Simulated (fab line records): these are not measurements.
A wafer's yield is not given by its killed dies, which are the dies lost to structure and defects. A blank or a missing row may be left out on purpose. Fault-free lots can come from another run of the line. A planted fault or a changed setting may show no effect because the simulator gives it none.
Chamber matching + flow n5Finfet + 4 sister chambers for N5_DUMMY_GATE_ETCH_37 on rieDiel-06
The step etches SOC in N2/H2, target depth 60 nm, overetch 30 nm. 4 wafers are shown with their chamber, then 12 later ones without.

== WAFERS, EACH WITH ITS CHAMBER ==
| wafer  | chamber | throttleValvePct (%) |
|--------|---------|----------------------|
| L078.6 | 1       | 17.85                |
| L084.6 | 0       | 17.52                |
| L088.1 | 2       | 17.93                |
| L088.5 | 3       | 17.89                |

== WAFERS MISSING THEIR CHAMBER ==
| wafer  | throttleValvePct (%) |
|--------|----------------------|
| L087.1 | 17.89                |
| L087.3 | 17.92                |
| L087.4 | 17.86                |
| L089.3 | 17.54                |
| L089.5 | 17.90                |
| L089.6 | 17.93                |
| L090.3 | 17.93                |
| L090.4 | 17.52                |
| L090.6 | 17.53                |
| L091.2 | 17.90                |
| L091.3 | 17.92                |
| L091.6 | 17.55                |

== EACH ONE'S CHAMBER ==
| wafer  | from the rows above     | in truth |
|--------|-------------------------|----------|
| L087.1 | 3                       | 3        |
| L087.3 | can't be placed: 2 or 3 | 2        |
| L087.4 | can't be placed: 1 or 3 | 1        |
| L089.3 | 0                       | 0        |
| L089.5 | can't be placed: 3 or 2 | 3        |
| L089.6 | 2                       | 2        |
| L090.3 | 2                       | 2        |
| L090.4 | 0                       | 0        |
| L090.6 | 0                       | 0        |
| L091.2 | can't be placed: 3 or 2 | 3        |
| L091.3 | can't be placed: 2 or 3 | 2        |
| L091.6 | 0                       | 0        |
7 of 12 placed correctly. Cannot be placed on the basis of these rows: 5; the candidates contain the true chamber in 5. Placed wrongly: 0.
How it was worked out, from the rows above alone: a wafer's distance from a chamber is the root of the sum, over the readings, of the square of ((its reading less the chamber's mean) divided by the reading's scatter). The wafer belongs to the nearest chamber; if the next one is less than 2 further off, it can't be placed. For every chamber, the mean is computed from those of its wafers that are shown. The scatter: with one shown wafer a chamber, the root of the mean of the squares of how far each hidden wafer lies from its nearest shown one.
